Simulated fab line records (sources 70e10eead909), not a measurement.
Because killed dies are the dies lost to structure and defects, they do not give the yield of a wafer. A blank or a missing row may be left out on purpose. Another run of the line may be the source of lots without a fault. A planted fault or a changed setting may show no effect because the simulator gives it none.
fab line records	flow nand-harc
record lots=6	wafers=18	last-day=33
route steps=1302 shown THIN_TSV@1262 END@1301
lots that met no fault: taken from a fault-free run of the same line
start-h: hours from the record's first day to the start of the lot's first wafer shown	wait-h: hours from the lot's prior step to this one	" the same as in the row above	L1.1+2: one row covering several wafers at once	- no value, or no start given	* or withheld: withheld	< > ~ a bound
route shown NAME@n: NAME is a module with steps in the file, n the number in the route of the first one	usual: the fault-free wafers' mean and standard deviation	same: alike in all rows	chamber/n: place in a boat	sites: readings site by site	_std_site: their standard deviation	_edge_site: outer sites' mean less inner sites'	radius-mm: for every site, how far away it sits from the centre of the wafer	mask NAME#n: copy n	behind: the last tool/chamber to shape the wafer	hold: why the lot went on hold/how many hours it stayed there/how the hold came to an end	device: which transistor (n, p or np) failed to switch	end of line: the route-end tests of the same wafers	step lacking rows: just its recipe	killed: count of dies lost to structure and defects at first sort (not the wafer's yield)	map: a wafer's dies, x killed, . not, _ none there
set.NAME: setting as actually run; set.NAME@STEP: the setting as run at that earlier step	model.NAME: the simulator's own value behind a step, which no gauge read
lots at selected steps of the route; one table per step, one row per wafer
services: when a tool's chamber went out of use (start-h, in hours from the record's first day, below 0 if earlier), for how many hours, and the reason
## steps
# step NHARC_THIN_TSV_ETCH_44
# recipe target-depth-a=15942	time-s=797.1	cf4-flow-sccm=150	o2-flow-sccm=10	ar-flow-sccm=0	rf-w=300	bias-w=800	chemistry=CF4/O2
# usual drypump-motor-current-A=5.9/0.49	oes-product-au=0.999/0.0076	rf-vpp-V=795/5.4	showerhead-plenum-p-Torr=1.85/0.088	throttle-valve-pct=16.915/0.0083
lot.wafer	tool	chamber	start-h	wait-h	drypump-motor-current-A	oes-product-au	rf-hours-counter-h	rf-vpp-V	showerhead-plenum-p-Torr	throttle-valve-pct
L686.3	rie-diel-13	3	621.62	0.2	5.9	0.993	4	797	1.90	16.911
L686.5	"	1	"	"	6.0	0.996	-	790	1.77	16.917
L686.6	"	2	"	"	5.4	0.992	-	800	1.93	16.908
L688.2	rie-diel-05	3	632.95	0.1	5.7	1.010	4	789	1.74	16.931
L688.4	"	1	"	"	6.8	0.998	3	794	1.84	16.905
L688.6	"	3	"	"	5.8	1.005	-	790	1.74	16.922
L694.1	rie-diel-13	0	695.49	0.1	5.1	1.002	9	802	1.96	16.909
L694.4	"	2	"	"	5.4	0.999	8	800	1.93	16.897
L694.5	"	0	"	"	5.1	1.004	-	801	1.96	16.931
L697.1	rie-diel-13	2	707.02	0.1	5.4	0.986	0	800	1.93	16.914
L697.3	"	0	"	"	5.1	0.999	0	801	1.96	16.926
L697.6	"	2	"	"	5.4	0.991	-	799	1.93	16.920
L698.4	rie-diel-05	3	722.46	0.2	5.7	1.005	9	789	1.74	16.918
L698.2	"	0	"	"	6.1	0.984	8	802	1.95	16.905
L698.6	"	1	"	"	6.8	0.996	-	794	1.84	16.920
L702.1	rie-diel-13	0	771.80	0.2	5.1	1.006	3	802	1.96	16.919
L702.3	"	1	"	"	6.1	0.990	3	790	1.77	16.926
L702.5	"	3	"	"	5.9	0.992	-	796	1.89	16.911
# step NHARC_THIN_TSV_ETCH_15
# recipe target-depth-a=30000	bosch-target-overetch-cycles=2	bosch-etch-step-s=2.8	bosch-dep-step-s=1.2	bosch-cycles=14
# step NHARC_THIN_TSV_CD_MEAS_16
# usual cd-nm=999.8/1.3
lot.wafer	tool	chamber	start-h	wait-h	cd-nm
L686.3	cd-sem-02	-	622.23	0.1	998.2
L686.5	"	-	"	"	997.5
L686.6	"	-	"	"	999.0
L688.2	cd-sem-02	-	633.62	0.1	1000.6
L688.4	"	-	"	"	1000.6
L688.6	"	-	"	"	1000.4
L694.1	cd-sem-02	-	696.14	0.1	1000.3
L694.4	"	-	"	"	1000.4
L694.5	"	-	"	"	999.0
L697.1	cd-sem-01	-	707.68	0.1	1001.6
L697.3	"	-	"	"	1001.3
L697.6	"	-	"	"	1000.7
L698.2	cd-sem-02	-	723.07	0.1	1000.3
L698.4	"	-	"	"	1000.4
L698.6	"	-	"	"	997.5
L702.1	cd-sem-02	-	772.55	0.1	1000.7
L702.3	"	-	"	"	1000.6
L702.5	"	-	"	"	998.7
# step NHARC_THIN_TSV_STRIP_45
# recipe power-w=1500	temp-c=250	chemistry=O2
# usual drypump-motor-current-A=5.3/0.39	heater-power-w=333/23
lot.wafer	tool	chamber	start-h	wait-h	drypump-motor-current-A	heater-power-w	rf-hours-counter-h
L686.3	plasma-asher-01	0	622.44	0.2	5.7	312	-
L686.6	"	1	"	"	4.6	319	-
L686.5	"	0	"	"	5.7	323	-
L688.2	plasma-asher-01	0	633.70	0.1	5.7	307	21
L688.4	"	0	"	"	5.7	314	-
L688.6	"	0	"	"	5.7	305	-
L694.1	plasma-asher-01	0	696.26	0.1	5.7	315	33
L694.4	"	1	"	"	4.6	319	-
L694.5	"	0	"	"	5.7	312	-
L697.1	plasma-asher-02	0	707.80	0.1	5.4	341	20
L697.3	"	0	"	"	5.3	333	-
L697.6	"	1	"	"	5.4	376	-
L698.2	plasma-asher-01	0	723.14	0.1	5.7	323	1
L698.4	"	0	"	"	5.7	324	-
L698.6	"	1	"	"	4.6	328	-
L702.1	plasma-asher-01	0	772.63	0.1	5.7	318	12
L702.3	"	0	"	"	5.7	317	-
L702.5	"	0	"	"	5.7	326	-
# step NHARC_THIN_TSV_STRIP_46
# recipe time-s=1200	temp-c=72.5	chemistry=post-etch-residue-remover
# step NHARC_THIN_TSV_DEP_47
# recipe target-thk-a=2000	temp-c=withheld	pressure-torr=6.5	rf-w=900	teos-flow-sccm=161.4	flow-sccm=2650	target-thk-nm=200	gas=O2	material=SiO2
# step NHARC_THIN_TSV_ETCHBACK_48
# recipe target-depth-a=10285	over-etch-frac=0.3	time-s=405.17	ion-energy-ev=250	c4f8-flow-sccm=withheld	ar-flow-sccm=withheld	rf-w=600	bias-w=300	chemistry=C4F8/Ar
# step NHARC_THIN_TSV_STRIP_62
# recipe power-w=1500	temp-c=250	time-s=20	chemistry=N2/H2
# step NHARC_THIN_TSV_DEGAS_49
# recipe temp-c=300	time-s=120
# step NHARC_THIN_TSV_PRE_CLEAN_50
# recipe time-s=30	temp-c=280	gas=H2/He
# step NHARC_THIN_TSV_PVD_19
# recipe target-thk-a=200	chamber-pressure-pa=5	material=TaN
# step NHARC_THIN_TSV_PVD_51
# recipe target-thk-a=1000	chamber-pressure-pa=5	material=Cu
# step NHARC_THIN_TSV_ECD_20
# recipe target-thk-a=20000	material=Cu
lot.wafer	tool	chamber	start-h	wait-h
L686.3+5+6	ecd-cu-02	1,0,1	624.77	-
L688.2+4+6	ecd-cu-02	1	635.89	-
L694.1+4+5	ecd-cu-01	0	698.40	-
L697.1+3+6	ecd-cu-02	0,1,1	709.94	-
L698.2+4+6	ecd-cu-02	0,1,0	725.32	-
L702.1+3+5	ecd-cu-01	0,1,1	774.88	-
# step NHARC_THIN_TSV_ANNEAL_52
# recipe temp-c=225	time-s=90
# step NHARC_THIN_TSV_CMP_21
# recipe t-overpolish-s=30	target-thk-nm=2000
# usual motor-current-A=12.5/1.5	overpolish-run-s=29.999/0.0099
lot.wafer	tool	chamber	start-h	wait-h	motor-current-A	overpolish-run-s
L686.3	cmp-04	2	625.62	-	12.6	29.988
L686.5	"	3	"	"	12.5	29.985
L686.6	"	0	"	"	13.0	30.008
L688.2	cmp-03	0	636.96	-	13.5	30.017
L688.4	"	2	"	"	10.9	30.003
L688.6	"	0	"	"	14.3	29.991
L694.4	cmp-03	2	699.52	-	10.7	30.010
L694.1	"	3	"	"	11.3	30.001
L694.5	"	0	"	"	12.8	30.003
L697.3	cmp-01	3	711.07	-	12.9	29.992
L697.1	"	0	"	"	12.1	30.006
L697.6	"	2	"	"	15.4	30.011
L698.4	cmp-03	0	726.41	-	13.3	29.993
L698.2	"	3	"	"	12.1	29.998
L698.6	"	1	"	"	12.7	29.994
L702.1	cmp-01	3	775.96	-	12.4	30.008
L702.3	"	0	"	"	12.3	29.997
L702.5	"	0	"	"	12.8	30.006
# step NHARC_THIN_TSV_SRD_23
# step NHARC_THIN_TSV_DEGAS_53
# recipe temp-c=300	time-s=60
# step NHARC_THIN_TSV_PRE_CLEAN_54
# recipe time-s=30	temp-c=280	gas=H2/He
# step NHARC_THIN_TSV_PVD_55
# recipe target-thk-a=500	material=TiN
# step NHARC_THIN_TSV_PVD_24
# recipe target-thk-a=8000	power-w=withheld	chamber-pressure-pa=withheld	substrate-temp-c=withheld	time-s=withheld	gas=Ar	material=Al
# step NHARC_THIN_TSV_DEHYDRATE_25
# recipe temp-c=150	time-s=120
# step NHARC_THIN_TSV_HMDS_26
# recipe time-s=30
# step NHARC_THIN_TSV_COAT_27
# recipe spin-rpm=*
# step NHARC_THIN_TSV_SOFTBAKE_28
# recipe temp-c=122	time-s=95
# step NHARC_THIN_TSV_EBR_29
# step NHARC_THIN_TSV_EXPOSE_30
# recipe na=0.55	dose-mj=11.47	mask-id=PAD
# step NHARC_THIN_TSV_PEB_31
# recipe peb-temp-c=118	peb-time-s=85
# step NHARC_THIN_TSV_DEVELOP_32
# recipe time-s=70
# step NHARC_THIN_TSV_CD_MEAS_33
# recipe target-cd-nm=5000	landing-energy-ev=500
# usual cd-nm=4999.9/1.6
lot.wafer	tool	chamber	start-h	wait-h	cd-nm
L686.3	cd-sem-02	0	627.14	-	4999.2
L686.5	"	0	"	"	5001.2
L686.6	"	0	"	"	4999.1
L688.2	cd-sem-01	0	638.57	-	4998.6
L688.4	"	0	"	"	4997.9
L688.6	"	0	"	"	4999.5
L694.1	cd-sem-03	0	700.94	-	4999.1
L694.4	"	0	"	"	4997.0
L694.5	"	0	"	"	4996.0
L697.1	cd-sem-01	0	712.49	-	5000.5
L697.3	"	0	"	"	4999.4
L697.6	"	0	"	"	4999.8
L698.2	cd-sem-03	0	728.01	-	4998.1
L698.4	"	0	"	"	4999.5
L698.6	"	0	"	"	4997.9
L702.1	cd-sem-03	0	777.55	-	5000.5
L702.3	"	0	"	"	5001.3
L702.5	"	0	"	"	5001.4
# step NHARC_THIN_TSV_HARDBAKE_34
# recipe temp-c=125	time-s=80
# step NHARC_THIN_TSV_DESCUM_35
# recipe time-s=3	o2-flow-sccm=200	ar-flow-sccm=0	bias-power-w=0	chemistry=O2
# usual drypump-motor-current-A=5.7/0.54	oes-product-au=1.000/0.0078	rf-vpp-V=58.1/0.88	showerhead-plenum-p-Torr=1.91/0.088	throttle-valve-pct=11.311/0.0092
lot.wafer	tool	chamber	start-h	wait-h	drypump-motor-current-A	oes-product-au	rf-hours-counter-h	rf-vpp-V	showerhead-plenum-p-Torr	throttle-valve-pct
L686.3	rie-diel-09	3	627.31	-	5.8	1.004	5.3	57.5	1.80	11.312
L686.5	"	1	"	"	4.8	0.993	-	58.9	1.96	11.300
L686.6	"	2	"	"	5.3	1.009	-	57.3	1.90	11.320
L688.4	rie-diel-05	2	638.75	-	6.1	1.010	4.1	59.0	1.80	11.312
L688.2	"	3	"	"	5.7	1.004	4.6	57.9	1.82	11.318
L688.6	"	0	"	"	6.0	1.001	-	57.7	2.05	11.299
L694.4	rie-diel-09	2	701.10	-	5.3	1.009	1.2	57.5	1.90	11.316
L694.1	"	1	"	"	4.8	1.006	0.7	59.9	1.96	11.300
L694.5	"	2	"	"	5.3	1.010	-	57.8	1.90	11.321
L697.3	rie-diel-13	1	712.65	-	6.1	0.991	0.8	56.8	1.85	11.300
L697.1	"	0	"	"	5.1	0.998	0.5	58.9	2.05	11.310
L697.6	"	2	"	"	5.4	1.001	-	59.0	2.02	11.294
L698.4	rie-diel-09	0	728.19	-	5.5	0.988	2.5	59.3	2.00	11.297
L698.2	"	1	"	"	4.8	0.992	2.4	59.0	1.96	11.314
L698.6	"	3	"	"	5.8	1.009	-	57.9	1.80	11.309
L702.1	rie-diel-05	2	777.71	-	6.1	0.999	0.7	57.2	1.80	11.317
L702.3	"	0	"	"	6.1	1.002	0.8	59.2	2.05	11.302
L702.5	"	3	"	"	5.7	0.999	-	57.2	1.81	11.306
# step NHARC_THIN_TSV_ETCH_59
# recipe target-depth-a=8800	icp-w=900	bias-w=100	Cl2_flow_sccm=60	bcl3-flow-sccm=30	time-s=138.1	chemistry=Cl2/BCl3
# usual drypump-motor-current-A=5.2/0.36	oes-product-au=1.001/0.0069	throttle-valve-pct=22.265/0.0085
lot.wafer	tool	chamber	start-h	wait-h	drypump-motor-current-A	oes-product-au	rf-hours-counter-h	throttle-valve-pct
L686.3	rie-metal-03	0	627.48	0.2	5.6	0.999	-	22.261
L686.6	"	0	"	"	5.6	1.004	-	22.269
L686.5	"	1	"	"	5.2	1.006	-	22.278
L688.2	rie-metal-03	0	638.90	0.1	5.6	1.005	1.6	22.264
L688.4	"	1	"	"	5.2	0.994	-	22.261
L688.6	"	0	"	"	5.6	0.991	-	22.250
L694.1	rie-metal-01	1	701.27	0.1	5.7	1.003	1.8	22.277
L694.4	"	0	"	"	5.2	1.004	-	22.258
L694.5	"	0	"	"	5.2	0.987	-	22.261
L697.1	rie-metal-03	0	712.81	0.1	5.6	0.988	0.2	22.266
L697.3	"	0	"	"	5.6	1.001	-	22.270
L697.6	"	1	"	"	5.2	1.018	-	22.269
L698.2	rie-metal-01	0	728.33	0.1	5.2	0.999	2.4	22.255
L698.4	"	1	"	"	5.6	1.001	-	22.270
L698.6	"	0	"	"	5.2	1.000	-	22.255
L702.1	rie-metal-02	1	777.88	0.2	5.1	0.992	2.2	22.261
L702.3	"	0	"	"	4.6	0.999	-	22.268
L702.5	"	1	"	"	5.1	0.989	-	22.262
# step NHARC_THIN_TSV_ETCH_36
# recipe target-depth-a=650	over-etch-frac=0.3	time-s=18.571	ion-energy-ev=150	chemistry=Cl2/BCl3
# step NHARC_THIN_TSV_STRIP_56
# recipe power-w=1500	temp-c=250	chemistry=O2
# step NHARC_THIN_TSV_STRIP_57
# recipe time-s=1200	temp-c=72.5	chemistry=post-etch-residue-remover
# step NHARC_THIN_TSV_CD_MEAS_37
# usual cd-nm=4999.5/2
lot.wafer	tool	chamber	start-h	wait-h	cd-nm
L686.3	cd-sem-02	-	628.58	-	4997.0
L686.5	"	-	"	"	4998.8
L686.6	"	-	"	"	4999.1
L688.2	cd-sem-02	-	640.02	-	4998.2
L688.4	"	-	"	"	4998.3
L688.6	"	-	"	"	4999.2
L694.1	cd-sem-01	-	702.38	-	4998.0
L694.4	"	-	"	"	4997.3
L694.5	"	-	"	"	4994.8
L697.1	cd-sem-03	-	713.93	-	5000.9
L697.3	"	-	"	"	4999.1
L697.6	"	-	"	"	5000.9
L698.2	cd-sem-01	-	729.45	-	4998.8
L698.4	"	-	"	"	5000.1
L698.6	"	-	"	"	4996.2
L702.1	cd-sem-01	-	779.00	-	5000.7
L702.3	"	-	"	"	5000.4
L702.5	"	-	"	"	5000.5
# step NHARC_THIN_TSV_ANNEAL_58
# recipe temp-c=400	time-s=1800
# step NHARC_THIN_TSV_INSPECT_40
# usual raw-defect-count=542/73
lot.wafer	tool	chamber	start-h	wait-h	raw-defect-count
L686.3	defect-inspect-01	-	632.06	0.4	475
L686.5	"	-	"	"	638
L686.6	"	-	"	"	515
L688.2	defect-inspect-01	-	644.67	0.4	419
L688.4	"	-	"	"	524
L688.6	"	-	"	"	428
L694.1	defect-inspect-01	-	706.98	0.4	467
L694.4	"	-	"	"	481
L694.5	"	-	"	"	474
L697.1	defect-inspect-01	-	716.19	0.4	542
L697.3	"	-	"	"	502
L697.6	"	-	"	"	511
L698.2	defect-inspect-02	-	734.09	0.4	687
L698.4	"	-	"	"	487
L698.6	"	-	"	"	522
L702.1	defect-inspect-01	-	785.14	0.4	433
L702.3	"	-	"	"	460
L702.5	"	-	"	"	462
# step NHARC_END_WLT_00
# usual VT_DECK1_BOTTOM=0.872/0.0072	VT_DECK1_BOTTOM_INNER=0.871/0.0062	VT_DECK1_MEDIAN_NEAR_BOTTOM=0.872/0.0069	VT_DECK1_MEDIAN_NEAR_BOTTOM_INNER=0.872/0.0067	VT_DECK1_MIDDLE=0.885/0.0067	VT_DECK1_MIDDLE_INNER=0.885/0.0068	VT_DECK1_TOP=0.897/0.0075	VT_DECK1_TOP_INNER=0.896/0.0071	VT_DECK2_BOTTOM=0.871/0.0066	VT_DECK2_BOTTOM_INNER=0.871/0.006	VT_DECK2_MEDIAN_NEAR_BOTTOM=0.872/0.0072	VT_DECK2_MEDIAN_NEAR_BOTTOM_INNER=0.872/0.0066	VT_DECK2_MIDDLE=0.884/0.0075	VT_DECK2_MIDDLE_INNER=0.884/0.0067	VT_DECK2_TOP=0.896/0.007	VT_DECK2_TOP_INNER=0.895/0.0072
lot.wafer	tool	chamber	start-h	wait-h	VT_DECK1_BOTTOM	VT_DECK1_BOTTOM_INNER	VT_DECK1_MEDIAN_NEAR_BOTTOM	VT_DECK1_MEDIAN_NEAR_BOTTOM_INNER	VT_DECK1_MIDDLE	VT_DECK1_MIDDLE_INNER	VT_DECK1_TOP	VT_DECK1_TOP_INNER	VT_DECK2_BOTTOM	VT_DECK2_BOTTOM_INNER	VT_DECK2_MEDIAN_NEAR_BOTTOM	VT_DECK2_MEDIAN_NEAR_BOTTOM_INNER	VT_DECK2_MIDDLE	VT_DECK2_MIDDLE_INNER	VT_DECK2_TOP	VT_DECK2_TOP_INNER
L686.3	prober-02	-	633.13	1.1	0.864	0.867	0.863	0.860	0.881	0.875	0.888	0.895	0.871	0.865	0.872	0.871	0.880	0.886	0.895	0.893
L686.5	"	-	634.13	2.1	0.869	0.863	0.866	0.870	0.881	0.882	0.886	0.892	0.871	0.868	0.874	0.872	0.883	0.880	0.891	0.883
L686.6	"	-	"	"	0.860	0.860	0.858	0.855	0.877	0.874	0.889	0.886	0.865	0.878	0.879	0.866	0.875	0.885	0.885	0.891
L688.2	prober-01	-	645.21	0.5	0.875	0.868	0.873	0.873	0.886	0.888	0.896	0.902	0.871	0.871	0.865	0.871	0.880	0.884	0.886	0.894
L688.4	"	-	646.21	1.5	0.868	0.864	0.867	0.869	0.882	0.888	0.901	0.900	0.863	0.868	0.865	0.871	0.880	0.881	0.893	0.882
L688.6	"	-	647.21	2.5	0.869	0.878	0.878	0.872	0.898	0.895	0.890	0.907	0.865	0.866	0.864	0.866	0.885	0.871	0.892	0.892
L694.1	prober-01	-	709.59	2.6	0.875	0.874	0.870	0.867	0.885	0.889	0.900	0.894	0.871	0.872	0.873	0.872	0.874	0.888	0.895	0.891
L694.4	"	-	711.07	4.1	0.875	0.878	0.871	0.876	0.886	0.883	0.897	0.903	0.866	0.878	0.877	0.876	0.891	0.883	0.899	0.898
L694.5	"	-	"	"	0.876	0.870	0.874	0.876	0.880	0.889	0.895	0.894	0.870	0.869	0.878	0.870	0.889	0.885	0.891	0.896
L697.1	prober-01	-	717.37	1.2	0.878	0.861	0.880	0.881	0.894	0.895	0.903	0.906	0.867	0.869	0.876	0.871	0.878	0.880	0.895	0.894
L697.3	"	-	"	"	0.873	0.861	0.860	0.871	0.884	0.881	0.901	0.898	0.874	0.870	0.870	0.872	0.883	0.884	0.897	0.891
L698.4	prober-02	-	735.62	1.5	0.861	0.865	0.865	0.864	0.873	0.870	0.895	0.887	0.879	0.879	0.883	0.882	0.894	0.893	0.911	0.902
L702.1	prober-01	-	785.19	0.0	0.875	0.872	0.880	0.880	0.893	0.885	0.895	0.899	0.870	0.865	0.875	0.876	0.877	0.886	0.891	0.886
L702.3	"	-	"	"	0.879	0.872	0.878	0.884	0.889	0.889	0.910	0.897	0.868	0.863	0.875	0.866	0.883	0.878	0.885	0.884
L702.5	"	-	"	"	0.871	0.878	0.881	0.884	0.891	0.887	0.910	0.897	0.867	0.861	0.863	0.861	0.874	0.873	0.895	0.886
# step NHARC_END_SORT_01
# recipe temp-c=25
# usual defect-limited-yield=91.2/2.5	killed-at-array=55/17	killed-at-other=1.1/1.4	killed-at-periphery=3.9/3	killed-dies=59/17	killed-open=3.5/2	killed-short=2.6/1.6
# same gross-dies=677
lot.wafer	tool	chamber	start-h	wait-h	defect-limited-yield[%]	killed-at-array	killed-at-other	killed-at-periphery	killed-dies	killed-open	killed-short
L694.1	prober-01	0	712.55	2.5	90.8	58	0	4	62	5	5
L694.4	prober-01	0	714.96	3.4	89.4	71	0	1	72	2	2
L694.5	prober-01	0	715.76	3.7	90.0	65	0	3	68	6	2
L697.1	prober-01	0	720.33	2.5	95.7	21	6	2	29	3	2
L697.3	prober-01	0	721.93	3.1	96.2	21	3	2	26	5	0
L697.6	prober-01	0	724.33	4.0	1.6	33	630	3	666	8	0
L698.2	prober-02	0	737.91	2.8	1.0	75	585	10	670	3	6
L698.4	prober-02	0	739.54	3.4	91.0	49	0	12	61	4	0
L698.6	prober-02	0	741.17	4.1	0.4	55	612	7	674	3	4
# killed by level:class
L694.1 A_SLIT:chamber-film-flake=27 A_CHANNEL_HOLE_D1:chamber-film-flake=15 A_CHANNEL_HOLE_D2:chamber-film-flake=5 A_ONON_D2:geometric-particle:short=2 A_CONTACT:chamber-film-flake=2 P_GATE:geometric-particle:open=1 P_CONTACT:geometric-particle:open=1 P_M0:geometric-particle:open=1
L694.4 A_SLIT:chamber-film-flake=35 A_CHANNEL_HOLE_D1:chamber-film-flake=24 A_CHANNEL_HOLE_D2:chamber-film-flake=3 A_CHANNEL_FILL_D2:chamber-film-flake=3 P_CONTACT:geometric-particle:open=1 A_CHANNEL_HOLE_D1:geometric-particle:open=1 A_CHANNEL_HOLE_D1:geometric-particle:short=1 A_DECK1_JOINT:geometric-particle:short=1
L694.5 A_SLIT:chamber-film-flake=34 A_CHANNEL_HOLE_D1:chamber-film-flake=14 A_CONTACT:chamber-film-flake=4 P_CONTACT:geometric-particle:open=2 A_WL_FILL:geometric-particle:short=2 A_CHANNEL_FILL_D1:chamber-film-flake=2 A_DECK1_JOINT:chamber-film-flake=2 A_CHANNEL_HOLE_D2:chamber-film-flake=2
L697.1 A_CHANNEL_HOLE_D1:chamber-film-flake=11 THIN_TSV:chamber-film-flake=6 A_SLIT:chamber-film-flake=2 A_CONTACT:chamber-film-flake=2 P_CONTACT:geometric-particle:open=1 P_M0:geometric-particle:short=1 A_DECK1_JOINT:geometric-particle:open=1 A_CHANNEL_FILL_D2:geometric-particle:short=1
L697.3 A_CHANNEL_HOLE_D1:chamber-film-flake=9 A_SLIT:chamber-film-flake=3 THIN_TSV:chamber-film-flake=3 A_WL_FILL:geometric-particle:open=2 A_CONTACT:chamber-film-flake=2 P_M0:geometric-particle:open=1 P_M2:geometric-particle:open=1 A_STAIRCASE:geometric-particle:open=1
L697.6 THIN_TSV:area-ecd=626 A_CHANNEL_HOLE_D1:chamber-film-flake=13 A_CONTACT:chamber-film-flake=7 A_SLIT:chamber-film-flake=6 THIN_TSV:chamber-film-flake=4 A_M0:geometric-particle:open=3 P_CONTACT:geometric-particle:open=1 P_M0:geometric-particle:open=1
L698.2 THIN_TSV:area-ecd=584 A_SLIT:chamber-film-flake=35 A_CHANNEL_HOLE_D1:chamber-film-flake=27 A_WL_FILL:geometric-particle:short=3 P_CONTACT:chamber-film-flake=3 P_M2:chamber-film-flake=3 A_STAIRCASE:chamber-film-flake=3 A_WL_FILL:chamber-film-flake=3
L698.4 A_SLIT:chamber-film-flake=26 A_CHANNEL_HOLE_D1:chamber-film-flake=16 P_CONTACT:chamber-film-flake=6 P_ZERO_WELL:chamber-film-flake=3 A_STAIRCASE:chamber-film-flake=2 P_GATE:geometric-particle:open=1 A_DECK1_JOINT:geometric-particle:open=1 A_SLIT:geometric-particle:open=1
L698.6 THIN_TSV:area-ecd=612 A_SLIT:chamber-film-flake=28 A_CHANNEL_HOLE_D1:chamber-film-flake=12 A_STAIRCASE:chamber-film-flake=5 A_WL_FILL:geometric-particle:short=2 P_CONTACT:chamber-film-flake=2 A_CONTACT:chamber-film-flake=2 P_GATE:geometric-particle:open=1
# map L697.6 (x killed, . not)
____________x____________
_________xxxxxxx_________
_______xxxxxxxxxxx_______
______xxxxxxxxxxxxx______
_____xxxxxx.xxxxxxxx_____
____xxxxxxxxxxxxxxxxx____
____xxxxxxxxxxxxxxxxx____
___xxxxxxxxxxxxxxxxxxx___
___xxxx.xxxxxxxxxxxxxx___
__xxxxxxxxxxxxxxxxxxxxx__
__xxxxxxxxxxxxxxxxxxxxx__
_xxxxxxxxxxxxxxxxxxxxxxx_
_xxxxxxxxxxxxxxxxxxxxxxx_
_xxxx.xxxxxxxxxxxxxxxxxx_
_xxxxxxxxxxxxxxxxxxxxxxx_
_xxxxxxxxxxxxxxxxxxxxxxx_
xxxxxxxxxxxxxxxxxxxxxxxxx
xxxxxxxx.xxxxxxxxxxxxxxxx
xxxxxxxxxxxxxxxxxxxxxxxxx
xxxxxxxxxxxxxxxxxxxxxxxxx
xxxxxxxxxxxxxxxxxxxxxxxxx
_xxxxxxxxxxxxxxxxxxxxxxx_
_xxxxxxxxxxxxxxxxxxxxxxx_
_xxxxxxxxxxxxxxxxxxxxxxx_
_xxxxxxxxxxxxxxxxxxxxxxx_
_xxxxxxxxxxxxxxxxxxxxxxx_
__xxxxx..xxxxxxxxxxxxxx__
__xxxxxxxxxxxxxxxxxxxx.__
___xxxx.xxxxxxxxxxxxx.___
___xxxxxxxxxxxxxxxxxxx___
____xxxxxxxxxxxxx.xxx____
____xxxxxxxxxxxxxxxxx____
_____xxxxxxxxxxxxxxx_____
______x.xxxxxxxxxxx______
_______xxxxxxxxxxx_______
_________xxxxxxx_________
____________x____________
# map L698.6 (x killed, . not)
____________x____________
_________xxxxxxx_________
_______xxxxxxxxxxx_______
______xxxxxxxxxxxxx______
_____xxxxxxxxxxxxxxx_____
____xxxxxxxxxxxxxxxxx____
____xxxxxxxxxxxxxxxxx____
___xxxxxxxxxxxxxxxxxxx___
___xxxxxxxxxxxxxxxxxxx___
__xxxxxxxxxxx.xxxxxxxxx__
__xxxxxxxxxxxxxxxxxxxxx__
_xxxxxxxxxxxxxxxxxxxxxxx_
_xxxxxxxxxxxxxxxxxxxxxxx_
_xxxxxxxxxxxxxxxxxxxxxxx_
_xxxxxxxxxxxxxxxxxxxxxxx_
_xxxxxxxxxxxxxxxxxxxxxxx_
xxxxxxxxxxxxxxxxxxxxxxxxx
xxxxxxxxxxxxxxxxxxxxxxxxx
xxxxxxxxxxxxxxxxxxxxxxxxx
xxxxxxxxxxxxx.xxxxxxxxxxx
xxxxxxxxxxxxxxxxxxxxxxxxx
_xxxxxxxxxxxxxxxxxxxxxxx_
_xxxxxxxxxxxxxxxxxxxxxxx_
_xxxxxxxxxxxxxxxxxxxxxxx_
_xxxxxxxxxxxxxxxxxxxxxxx_
_xxxxxxxxxxxxxxxx.xxxxxx_
__xxxxxxxxxxxxxxxxxxxxx__
__xxxxxxxxxxxxxxxxxxxxx__
___xxxxxxxxxxxxxxxxxxx___
___xxxxxxxxxxxxxxxxxxx___
____xxxxxxxxxxxxxxxxx____
____xxxxxxxxxxxxxxxxx____
_____xxxxxxxxxxxxxxx_____
______xxxxxxxxxxxxx______
_______xxxxxxxxxxx_______
_________xxxxxxx_________
____________x____________
## services
tool	chamber	start-h	hours	kind
cmp-01	-	603.64	4.0	pm
rie-diel-13	2	609.33	8.8	repair
cmp-03	-	618.06	2.4	repair
rie-metal-01	1	618.89	2.2	repair
rie-diel-13	1	650.68	2.6	repair
rie-diel-05	0	651.53	7.3	repair
cmp-03	-	652.00	4.0	pm
rie-diel-09	-	674.10	9.0	pm
ecd-cu-01	-	688.09	8.0	pm
cmp-01	-	690.23	0.7	repair
rie-metal-03	-	696.00	9.0	pm
rie-diel-13	-	696.08	9.0	pm
ecd-cu-02	-	698.10	1.5	repair
rie-diel-05	1	702.89	3.8	repair
plasma-asher-01	-	709.47	9.0	pm
rie-diel-05	0	709.48	2.7	repair
cmp-03	-	714.75	0.9	repair
cmp-03	-	750.00	4.0	pm
rie-diel-09	1	751.18	8.0	repair
rie-diel-05	-	760.87	9.0	pm
cmp-03	-	763.11	3.9	repair
rie-diel-13	2	766.70	9.6	repair
rie-diel-09	3	771.62	5.4	repair
ecd-cu-02	-	772.25	8.0	pm
## key
first-sign step=NHARC_END_SORT_01	reading=killed-at-other	direction=up	sigmas=99+	usual=1.1	struck=609
effect step=NHARC_END_SORT_01	reading=defect-limited-yield	direction=down	sigmas=36	usual=91.2	struck=1.0
more-kills-born-at NHARC_THIN_TSV_ECD_20@ecd-cu-02=1822
met-at NHARC_THIN_TSV_ECD_20
struck-wafers L697.6,L698.2,L698.6
later-rows-left-out L697.6,L698.2,L698.6
onset-between 635.89 709.94
fault kind=process-parameter-drift	tool=ecd-cu-02	chamber=-	onset-h=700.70	steps=NHARC_THIN_TSV_ECD_20	channel=target-thk-a	offset=*	shape=step	end-h=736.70	scope=struck-wafers-only	acts-in=*	stated=*
# later-rows-left-out: the simulator's readings of these wafers behind a module that went badly wrong aren't trusted and aren't shown, but for the sort
